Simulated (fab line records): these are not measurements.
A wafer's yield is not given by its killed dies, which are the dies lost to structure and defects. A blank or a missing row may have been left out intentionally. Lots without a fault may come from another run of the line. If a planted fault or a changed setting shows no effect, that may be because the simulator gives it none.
What tool caused it? || flow nand-harc || at 1 step of a route of 1302, 12 lots with 36 wafers sampled

## WHAT THE GAUGES READ, wafer by wafer
NHARC_P_START_INSPECT_01.
{"lot": "L075", "measured": "day 2 06:02", "on": "defect-inspect-02", "raw-defect-count": "6 3 6"}
{"lot": "L077", "measured": "day 3 02:02", "on": "defect-inspect-01", "raw-defect-count": "1 5 2"}
{"lot": "L079", "measured": "day 3 22:02", "on": "defect-inspect-02", "raw-defect-count": "3 1 2"}
{"lot": "L081", "measured": "day 4 18:02", "on": "defect-inspect-02", "raw-defect-count": "5 1 7"}
{"lot": "L083", "measured": "day 5 14:02", "on": "defect-inspect-02", "raw-defect-count": "4 4 6"}
{"lot": "L085", "measured": "day 6 10:02", "on": "defect-inspect-02", "raw-defect-count": "6 3 3"}
{"lot": "L087", "measured": "day 7 06:02", "on": "defect-inspect-01", "raw-defect-count": "4 2 2"}
{"lot": "L089", "measured": "day 8 02:02", "on": "defect-inspect-01", "raw-defect-count": "3 4 5"}
{"lot": "L091", "measured": "day 8 22:02", "on": "defect-inspect-01", "raw-defect-count": "6 4 6"}
{"lot": "L093", "measured": "day 9 18:03", "on": "defect-inspect-01", "raw-defect-count": "6 2 6"}
{"lot": "L095", "measured": "day 10 14:03", "on": "defect-inspect-01", "raw-defect-count": "6 5 2"}
{"lot": "L097", "measured": "day 11 10:02", "on": "defect-inspect-02", "raw-defect-count": "4 4 4"}

## TOOL THAT RAN EACH LOT (tool first, then ch and the chambers of the sampled wafers, then the start)
Before these readings, the record contains no process step.

## THE ANSWER, worked out from the rows above alone
Rule: usual is defined by the lots themselves. Put in order of their means at a reading, lots are off if they are a third of the lots or fewer, leave a main group of 4 or more, and stand apart from it by a gap of 3 or more times the standard deviation of the main group's means; of several such gaps the widest counts. A main group is skipped when, at the precision printed for the reading in the tables above, its means are all equal. A lot without any number at a reading at which 4 lots or more have one is off too. Any other lot the step has rows for is counted as sound.
No lot is off at any reading shown: from this, nothing can be told.

## WHAT THE SIMULATOR HAD PUT IN
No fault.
